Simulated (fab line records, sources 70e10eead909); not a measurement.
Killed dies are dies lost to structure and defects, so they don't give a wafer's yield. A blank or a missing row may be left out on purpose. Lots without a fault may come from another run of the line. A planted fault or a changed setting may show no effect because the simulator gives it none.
Which tool did it? | flow nand_harc | 24 lots, 72 wafers sampled, at 6 steps of a route of 1159

WHAT THE GAUGES READ, wafer by wafer
NHARC_P_M2_THK_MEAS_24: measures by xrf. Usual: thk_nm 144.2 nm, standard deviation 1.4.
lot  | measured     | on            | thk_nm (nm)       | flag
L074 | day 6 09:05  | film_metro-02 | 144.2 145.3 144.7 |
L075 | day 6 14:57  | film_metro-02 | 143.7 146.0 144.0 |
L076 | day 6 14:05  | film_metro-01 | 142.9 142.5 140.9 |
L077 | day 7 11:35  | film_metro-02 | 143.5 143.3 145.7 |
L078 | day 7 12:31  | film_metro-02 | 141.7 143.7 142.1 |
L079 | day 7 16:53  | film_metro-01 | 146.0 143.9 146.0 |
L080 | day 7 17:32  | film_metro-02 | 143.1 141.9 144.1 |
L081 | day 8 02:09  | film_metro-02 | 141.8 141.6 142.4 |
L082 | day 8 07:03  | film_metro-02 | 142.8 143.9 145.0 |
L083 | day 8 12:53  | film_metro-02 | 145.0 146.0 144.5 |
L084 | day 8 12:34  | film_metro-02 | 144.0 145.7 144.0 |
L085 | day 9 17:10  | film_metro-02 | 147.2 143.1 146.2 |
L086 | day 10 02:31 | film_metro-01 | 143.9 142.4 143.2 |
L087 | day 10 07:55 | film_metro-01 | 144.8 141.8 143.6 |
L088 | day 9 15:49  | film_metro-01 | 143.4 143.9 143.8 |
L089 | day 10 10:07 | film_metro-01 | 143.6 144.1 142.1 |
L090 | day 10 10:44 | film_metro-02 | 142.9 147.9 145.6 |
L091 | day 10 11:26 | film_metro-01 | 144.4 147.3 144.4 |
L092 | day 10 21:19 | film_metro-01 | 145.4 145.2 143.9 |
L093 | day 11 02:22 | film_metro-02 | 143.4 145.6 143.3 |
L094 | day 11 06:26 | film_metro-01 | 144.9 145.2 144.6 |
L095 | day 11 05:24 | film_metro-02 | 146.0 144.2 144.0 |
L096 | day 11 20:02 | film_metro-01 | 144.4 143.5 143.6 |
L097 | day 12 09:31 | film_metro-02 | 143.5 144.7 145.9 |

WHICH TOOL RAN EACH LOT (tool, then ch and the chambers of the sampled wafers, then the start)
lot  | NHARC_P_ZERO_WELL_ETCH_65         | NHARC_P_GATE_DESCUM_31             | NHARC_P_GATE_HM_OPEN_105                      | NHARC_P_GATE_RTA_64              | NHARC_P_GATE_DEGAS_109
L074 | rie_diel-12 ch 1,3, day 1 13:29   | rie_diel-03 ch 1,2,3, day 4 18:29  | rie_diel-03 ch 1,2, day 5 11:59 or earlier    | rtp_anneal-01 ch 0, day 5 11:59  | pvd_sputter-01, day 5 12:19
L075 | rie_diel-12 ch 0,1,2, day 1 19:37 | rie_diel-02 ch 2,3, day 5 01:38    | rie_diel-02 ch 0,1,2, day 5 19:50 or earlier  | rtp_anneal-02 ch 0, day 5 19:50  | pvd_sputter-01, day 5 20:06
L076 | rie_diel-08 ch 0,1,2, day 2 01:23 | rie_diel-03 ch 1,3, day 5 02:20    | rie_diel-03 ch 0,1, day 5 19:34 or earlier    | rtp_anneal-02 ch 0, day 5 19:34  | pvd_sputter-01, day 5 19:52
L077 | rie_diel-01 ch 0,3, day 2 07:30   | rie_diel-02 ch 0,1,2, day 5 22:59  | rie_diel-02 ch 0,2,3, day 6 16:06 or earlier  | rtp_anneal-01 ch 0, day 6 16:06  | pvd_sputter-01, day 6 16:25
L078 | rie_diel-08 ch 0,2,3, day 2 13:30 | rie_diel-03 ch 0,1,3, day 5 23:37  | rie_diel-03 ch 0,2,3, day 6 17:01 or earlier  | rtp_anneal-02 ch 0, day 6 17:01  | pvd_sputter-02, day 6 17:19
L079 | rie_diel-08 ch 0,2,3, day 2 19:22 | rie_diel-02 ch 0,1,3, day 6 05:10  | rie_diel-02 ch 1,2,3, day 6 22:24 or earlier  | rtp_anneal-01 ch 0, day 6 22:24  | pvd_sputter-02, day 6 22:44
L080 | rie_diel-12 ch 1,3, day 3 01:31   | rie_diel-09 ch 2,3, day 6 05:51    | rie_diel-09 ch 0,1,2, day 6 23:26 or earlier  | rtp_anneal-01 ch 0, day 6 23:26  | pvd_sputter-01, day 6 23:41
L081 | rie_diel-08 ch 1,2,3, day 3 07:30 | rie_diel-09 ch 1,3, day 6 12:26    | rie_diel-09 ch 0,1, day 7 05:49 or earlier    | rtp_anneal-02 ch 0, day 7 05:49  | pvd_sputter-01, day 7 06:08
L082 | rie_diel-12 ch 1,2,3, day 3 13:22 | rie_diel-09 ch 0,2,3, day 6 17:45  | rie_diel-09 ch 0,2,3, day 7 10:52 or earlier  | rtp_anneal-02 ch 0, day 7 10:52  | pvd_sputter-01, day 7 11:10
L083 | rie_diel-12 ch 0,1,2, day 3 19:29 | rie_diel-02 ch 0,1, day 7 00:41    | rie_diel-02 ch 0,1, day 7 17:57 or earlier    | rtp_anneal-01 ch 0, day 7 17:57  | pvd_sputter-02, day 7 18:16
L084 | rie_diel-01 ch 0,2, day 4 01:29   | rie_diel-03 ch 0,1,2, day 7 00:10  | rie_diel-03 ch 1,3, day 7 17:33 or earlier    | rtp_anneal-02 ch 0, day 7 17:33  | pvd_sputter-03, day 7 17:50
L085 | rie_diel-01 ch 1,2,3, day 4 07:27 | rie_diel-09 ch 0,1,3, day 8 05:15  | rie_diel-09 ch 0,1,2, day 8 22:52 or earlier  | rtp_anneal-01 ch 0, day 8 22:52  | pvd_sputter-01, day 8 23:10
L086 | rie_diel-08 ch 0,3, day 4 13:21   | rie_diel-03 ch 0,2, day 8 03:50    | rie_diel-03 ch 0,3, day 9 00:14 or earlier    | rtp_anneal-02 ch 0, day 9 00:14  | pvd_sputter-02, day 9 00:32
L087 | rie_diel-08 ch 0,2,3, day 4 19:29 | rie_diel-03 ch 0,1,3, day 8 05:37  | rie_diel-03 ch 0,2,3, day 9 04:13 or earlier  | rtp_anneal-02 ch 0, day 9 04:13  | pvd_sputter-02, day 9 04:32
L088 | rie_diel-01 ch 1,2,3, day 5 01:30 | rie_diel-02 ch 2,3, day 8 04:44    | rie_diel-02 ch 0,1, day 8 21:49 or earlier    | rtp_anneal-02 ch 0, day 8 21:49  | pvd_sputter-03, day 8 22:02
L089 | rie_diel-12 ch 1,2, day 5 07:22   | rie_diel-03 ch 0,3, day 8 14:26    | rie_diel-03 ch 0,1,2, day 9 07:31 or earlier  | rtp_anneal-01 ch 0, day 9 07:31  | pvd_sputter-01, day 9 07:49
L090 | rie_diel-08 ch 0,1,3, day 5 13:32 | rie_diel-02 ch 0,1,2, day 8 18:53  | rie_diel-02 ch 1,2,3, day 9 11:55 or earlier  | rtp_anneal-01 ch 0, day 9 11:55  | pvd_sputter-03, day 9 12:13
L091 | rie_diel-01 ch 1,2,3, day 5 19:23 | rie_diel-03 ch 0,2, day 8 18:42    | rie_diel-03 ch 1,2, day 9 12:07 or earlier    | rtp_anneal-01 ch 0, day 9 12:07  | pvd_sputter-01, day 9 12:23
L092 | rie_diel-08 ch 0,1,3, day 6 01:31 | rie_diel-09 ch 1,2,3, day 9 05:25  | rie_diel-09 ch 0,1,2, day 9 23:02 or earlier  | rtp_anneal-02 ch 0, day 9 23:02  | pvd_sputter-01, day 9 23:20
L093 | rie_diel-12 ch 0,3, day 6 07:29   | rie_diel-09 ch 1,2, day 9 13:02    | rie_diel-09 ch 0,1, day 10 06:44 or earlier   | rtp_anneal-02 ch 0, day 10 06:44 | pvd_sputter-01, day 10 07:00
L094 | rie_diel-12 ch 0,1,3, day 6 13:31 | rie_diel-02 ch 0,1, day 9 17:47    | rie_diel-02 ch 2,3, day 10 10:58 or earlier   | rtp_anneal-02 ch 0, day 10 10:58 | pvd_sputter-02, day 10 11:16
L095 | rie_diel-12 ch 0,3, day 6 19:30   | rie_diel-09 ch 0,2,3, day 9 17:39  | rie_diel-09 ch 0,1,2, day 10 10:51 or earlier | rtp_anneal-02 ch 0, day 10 10:51 | pvd_sputter-01, day 10 11:06
L096 | rie_diel-12 ch 0,1,3, day 7 01:29 | rie_diel-09 ch 1,2,3, day 10 07:28 | rie_diel-09 ch 0,1,3, day 11 01:13 or earlier | rtp_anneal-01 ch 0, day 11 01:13 | pvd_sputter-02, day 11 01:31
L097 | rie_diel-12 ch 0,1,3, day 7 07:29 | rie_diel-03 ch 0,1,2, day 10 16:56 | rie_diel-03 ch 0,1,3, day 11 10:27 or earlier | rtp_anneal-01 ch 0, day 11 10:27 | pvd_sputter-02, day 11 10:47
- NHARC_P_ZERO_WELL_ETCH_65: etches the open film in N2/H2, target depth 80 nm, overetch 24 nm, time 87.88 s.
- NHARC_P_GATE_DESCUM_31: chemistry O2, time 3 s.
- NHARC_P_GATE_HM_OPEN_105: chemistry O2/COS, target depth 360 nm.
- NHARC_P_GATE_RTA_64: time 1 s.
- NHARC_P_GATE_DEGAS_109: time 60 s.

WHAT THE TOOLS THEMSELVES READ (means of the sampled wafers that have a number; where no wafer has one, the mark that the record gives instead)
NHARC_P_ZERO_WELL_ETCH_65. Usual: drypump_motor_current_A 5.8 A, standard deviation 0.48; oes_product_au 1.002 a.u., standard deviation 0.0086; rf_vpp_V 431 V, standard deviation 3.3; showerhead_plenum_p_Torr 2.06 Torr, standard deviation 0.12; throttle_valve_pct 14.171 %, standard deviation 0.0087.
lot  | tool        | drypump_motor_current_A (A) | oes_product_au (a.u.) | rf_vpp_V (V) | showerhead_plenum_p_Torr (Torr) | throttle_valve_pct (%) | flag
L074 | rie_diel-12 | 5.4                         | 0.983                 | 431          | 2.03                            | 14.172                 |
L075 | rie_diel-12 | 6.2                         | 0.996                 | 436          | 2.20                            | 14.176                 |
L076 | rie_diel-08 | 5.8                         | 1.009                 | 428          | 1.97                            | 14.167                 |
L077 | rie_diel-01 | 5.9                         | 1.002                 | 427          | 1.94                            | 14.180                 |
L078 | rie_diel-08 | 5.8                         | 0.998                 | 430          | 2.01                            | 14.170                 |
L079 | rie_diel-08 | 5.8                         | 1.002                 | 430          | 2.01                            | 14.165                 |
L080 | rie_diel-12 | 5.4                         | 0.994                 | 430          | 2.03                            | 14.169                 |
L081 | rie_diel-08 | 5.7                         | 0.998                 | 428          | 1.98                            | 14.175                 |
L082 | rie_diel-12 | 5.7                         | 1.005                 | 432          | 2.12                            | 14.175                 |
L083 | rie_diel-12 | 6.2                         | 0.998                 | 435          | 2.20                            | 14.164                 |
L084 | rie_diel-01 | 6.0                         | 1.007                 | 428          | 1.92                            | 14.172                 |
L085 | rie_diel-01 | 5.5                         | 1.009                 | 431          | 2.04                            | 14.174                 |
L086 | rie_diel-08 | 6.1                         | 1.010                 | 430          | 2.03                            | 14.171                 |
L087 | rie_diel-08 | 5.8                         | 1.003                 | 430          | 2.01                            | 14.182                 |
L088 | rie_diel-01 | 5.6                         | 1.016                 | 430          | 2.04                            | 14.168                 |
L089 | rie_diel-12 | 6.0                         | 1.005                 | 435          | 2.20                            | 14.182                 |
L090 | rie_diel-08 | 6.0                         | 1.002                 | 429          | 1.99                            | 14.174                 |
L091 | rie_diel-01 | 5.5                         | 1.012                 | 431          | 2.04                            | 14.172                 |
L092 | rie_diel-08 | 6.0                         | 1.012                 | 429          | 1.99                            | 14.173                 |
L093 | rie_diel-12 | 5.5                         | 0.993                 | 429          | 2.03                            | 14.170                 |
L094 | rie_diel-12 | 5.9                         | 1.002                 | 433          | 2.11                            | 14.172                 |
L095 | rie_diel-12 | 6.0                         | 0.999                 | 433          | 2.12                            | 14.166                 |
L096 | rie_diel-12 | 5.9                         | 0.995                 | 433          | 2.11                            | 14.171                 |
L097 | rie_diel-12 | 5.9                         | 1.001                 | 433          | 2.11                            | 14.172                 |

NHARC_P_GATE_DESCUM_31. Usual: drypump_motor_current_A 5.8 A, standard deviation 0.34; oes_product_au 0.997 a.u., standard deviation 0.008; rf_vpp_V 57.6 V, standard deviation 0.85; showerhead_plenum_p_Torr 1.87 Torr, standard deviation 0.074; throttle_valve_pct 11.311 %, standard deviation 0.009.
lot  | tool        | drypump_motor_current_A (A) | oes_product_au (a.u.) | rf_vpp_V (V) | showerhead_plenum_p_Torr (Torr) | throttle_valve_pct (%) | flag
L074 | rie_diel-03 | 5.7                         | 0.998                 | 57.3         | 1.94                            | 11.314                 |
L075 | rie_diel-02 | 6.0                         | 0.995                 | 57.3         | 1.85                            | 11.303                 |
L076 | rie_diel-03 | 5.6                         | 1.002                 | 57.6         | 1.92                            | 11.312                 |
L077 | rie_diel-02 | 5.7                         | 0.990                 | 57.4         | 1.85                            | 11.314                 |
L078 | rie_diel-03 | 5.7                         | 1.000                 | 57.3         | 1.91                            | 11.304                 |
L079 | rie_diel-02 | 6.0                         | 0.995                 | 57.6         | 1.81                            | 11.308                 |
L080 | rie_diel-09 | 6.1                         | 1.004                 | 58.7         | 1.90                            | 11.309                 |
L081 | rie_diel-09 | 5.9                         | 0.999                 | 58.1         | 1.91                            | 11.312                 |
L082 | rie_diel-09 | 6.0                         | 1.001                 | 57.7         | 1.86                            | 11.304                 |
L083 | rie_diel-02 | 5.9                         | 0.989                 | 57.6         | 1.84                            | 11.309                 |
L084 | rie_diel-03 | 5.8                         | 0.984                 | 58.4         | 1.96                            | 11.303                 |
L085 | rie_diel-09 | 5.8                         | 1.003                 | 57.0         | 1.86                            | 11.312                 |
L086 | rie_diel-03 | 5.9                         | 0.997                 | 57.9         | 1.95                            | 11.309                 |
L087 | rie_diel-03 | 5.8                         | 0.999                 | 58.6         | 1.90                            | 11.312                 |
L088 | rie_diel-02 | 6.2                         | 1.008                 | 57.9         | 1.81                            | 11.315                 |
L089 | rie_diel-03 | 5.8                         | 0.997                 | 57.5         | 1.87                            | 11.307                 |
L090 | rie_diel-02 | 5.7                         | 0.999                 | 57.5         | 1.84                            | 11.310                 |
L091 | rie_diel-03 | 5.9                         | 0.992                 | 57.6         | 1.95                            | 11.312                 |
L092 | rie_diel-09 | 5.9                         | 0.994                 | 57.3         | 1.85                            | 11.308                 |
L093 | rie_diel-09 | 5.8                         | 1.001                 | 57.6         | 1.79                            | 11.316                 |
L094 | rie_diel-02 | 5.5                         | 1.004                 | 57.7         | 1.81                            | 11.323                 |
L095 | rie_diel-09 | 6.0                         | 0.992                 | 56.5         | 1.85                            | 11.317                 |
L096 | rie_diel-09 | 5.9                         | 0.997                 | 57.2         | 1.84                            | 11.318                 |
L097 | rie_diel-03 | 5.8                         | 1.001                 | 57.7         | 1.95                            | 11.313                 |

NHARC_P_GATE_HM_OPEN_105. Usual: drypump_motor_current_A 5.8 A, standard deviation 0.34; oes_product_au 0.998 a.u., standard deviation 0.0084; rf_vpp_V 465.7 V, standard deviation 2.6; showerhead_plenum_p_Torr 3.05 Torr, standard deviation 0.11; throttle_valve_pct 28.331 %, standard deviation 0.009.
lot  | tool        | drypump_motor_current_A (A) | oes_product_au (a.u.) | rf_vpp_V (V) | showerhead_plenum_p_Torr (Torr) | throttle_valve_pct (%) | flag
L074 | rie_diel-03 | 5.8                         | 0.997                 | 470.1        | 3.24                            | 28.329                 |
L075 | rie_diel-02 | 5.7                         | 0.998                 | 464.8        | 3.02                            | 28.326                 |
L076 | rie_diel-03 | 5.8                         | 0.994                 | 467.3        | 3.16                            | 28.327                 |
L077 | rie_diel-02 | 6.1                         | 0.996                 | 464.7        | 3.02                            | 28.328                 |
L078 | rie_diel-03 | 5.8                         | 1.000                 | 468.1        | 3.15                            | 28.327                 |
L079 | rie_diel-02 | 5.8                         | 1.003                 | 464.9        | 2.97                            | 28.333                 |
L080 | rie_diel-09 | 5.8                         | 0.994                 | 463.6        | 2.96                            | 28.331                 |
L081 | rie_diel-09 | 5.6                         | 0.996                 | 463.9        | 2.98                            | 28.339                 |
L082 | rie_diel-09 | 6.0                         | 0.992                 | 466.2        | 3.03                            | 28.328                 |
L083 | rie_diel-02 | 5.5                         | 0.992                 | 464.0        | 2.97                            | 28.336                 |
L084 | rie_diel-03 | 5.7                         | 0.991                 | 467.9        | 3.12                            | 28.334                 |
L085 | rie_diel-09 | 5.8                         | 0.988                 | 463.9        | 2.96                            | 28.330                 |
L086 | rie_diel-03 | 5.8                         | 1.000                 | 467.2        | 3.10                            | 28.335                 |
L087 | rie_diel-03 | 5.8                         | 0.998                 | 467.9        | 3.14                            | 28.331                 |
L088 | rie_diel-02 | 5.5                         | 0.999                 | 463.7        | 2.97                            | 28.328                 |
L089 | rie_diel-03 | 5.8                         | 0.999                 | 467.7        | 3.18                            | 28.343                 |
L090 | rie_diel-02 | 5.7                         | 1.014                 | 463.8        | 2.96                            | 28.322                 |
L091 | rie_diel-03 | 5.8                         | 0.983                 | 470.1        | 3.23                            | 28.336                 |
L092 | rie_diel-09 | 5.8                         | 0.998                 | 463.5        | 2.95                            | 28.323                 |
L093 | rie_diel-09 | 5.7                         | 0.995                 | 464.3        | 2.98                            | 28.339                 |
L094 | rie_diel-02 | 5.9                         | 1.009                 | 465.6        | 3.00                            | 28.340                 |
L095 | rie_diel-09 | 5.8                         | 1.001                 | 463.5        | 2.95                            | 28.327                 |
L096 | rie_diel-09 | 5.8                         | 1.005                 | 465.3        | 3.04                            | 28.326                 |
L097 | rie_diel-03 | 5.7                         | 1.000                 | 466.4        | 3.10                            | 28.328                 |

NHARC_P_GATE_RTA_64. Usual: lamp_power_pct 38.9 %, standard deviation 0.96; wafer_temp_C_max 1054.7, standard deviation 0.96.
lot  | tool          | lamp_power_pct (%) | wafer_temp_C_max | flag
L074 | rtp_anneal-01 | 37.9               | 1054.5           |
L075 | rtp_anneal-02 | 39.8               | 1054.8           |
L076 | rtp_anneal-02 | 39.8               | 1056.2           |
L077 | rtp_anneal-01 | 37.9               | 1054.0           |
L078 | rtp_anneal-02 | 39.8               | 1054.6           |
L079 | rtp_anneal-01 | 37.9               | 1053.5           |
L080 | rtp_anneal-01 | 37.9               | 1053.5           |
L081 | rtp_anneal-02 | 39.8               | 1055.2           |
L082 | rtp_anneal-02 | 39.8               | 1056.0           |
L083 | rtp_anneal-01 | 37.9               | 1054.5           |
L084 | rtp_anneal-02 | 39.8               | 1055.6           |
L085 | rtp_anneal-01 | 37.9               | 1054.1           |
L086 | rtp_anneal-02 | 39.8               | 1055.2           |
L087 | rtp_anneal-02 | 39.8               | 1054.6           |
L088 | rtp_anneal-02 | 39.8               | 1054.4           |
L089 | rtp_anneal-01 | 37.9               | 1054.6           |
L090 | rtp_anneal-01 | 37.8               | 1054.7           |
L091 | rtp_anneal-01 | 37.9               | 1053.4           |
L092 | rtp_anneal-02 | 39.8               | 1054.9           |
L093 | rtp_anneal-02 | 39.8               | 1055.5           |
L094 | rtp_anneal-02 | 39.8               | 1053.8           |
L095 | rtp_anneal-02 | 39.8               | 1055.4           |
L096 | rtp_anneal-01 | 37.9               | 1054.2           |
L097 | rtp_anneal-01 | 37.9               | 1054.5           |

NHARC_P_GATE_DEGAS_109. Usual: heater_power_w 470 W, standard deviation 48.
lot  | tool           | heater_power_w (W) | flag
L074 | pvd_sputter-01 | 500                |
L075 | pvd_sputter-01 | 489                |
L076 | pvd_sputter-01 | 504                |
L077 | pvd_sputter-01 | 498                |
L078 | pvd_sputter-02 | 427                |
L079 | pvd_sputter-02 | 445                |
L080 | pvd_sputter-01 | 499                |
L081 | pvd_sputter-01 | 495                |
L082 | pvd_sputter-01 | 492                |
L083 | pvd_sputter-02 | 427                |
L084 | pvd_sputter-03 | 424                |
L085 | pvd_sputter-01 | 492                |
L086 | pvd_sputter-02 | 433                |
L087 | pvd_sputter-02 | 432                |
L088 | pvd_sputter-03 | 438                |
L089 | pvd_sputter-01 | 507                |
L090 | pvd_sputter-03 | 425                |
L091 | pvd_sputter-01 | 482                |
L092 | pvd_sputter-01 | 501                |
L093 | pvd_sputter-01 | 500                |
L094 | pvd_sputter-02 | 390                |
L095 | pvd_sputter-01 | 504                |
L096 | pvd_sputter-02 | 427                |
L097 | pvd_sputter-02 | 465                |

THE ANSWER, worked out from the rows above alone
Rule: a lot is off if the mean of its wafers that have a number lies more than 3 standard deviations from the usual mean. A lot without any number at a reading at which 4 lots or more have one is off too. The other lots that the step has rows for count as sound. The gauges are gone through in route order, then the tools' own readings, and for those a lot's mean is taken as printed above. The first step at which some lot is off is used, and at that step the reading that is off furthest; a lot without a number counts as furthest.
No lot is off at any reading shown: from this, nothing can be told.

WHAT THE SIMULATOR HAD PUT IN
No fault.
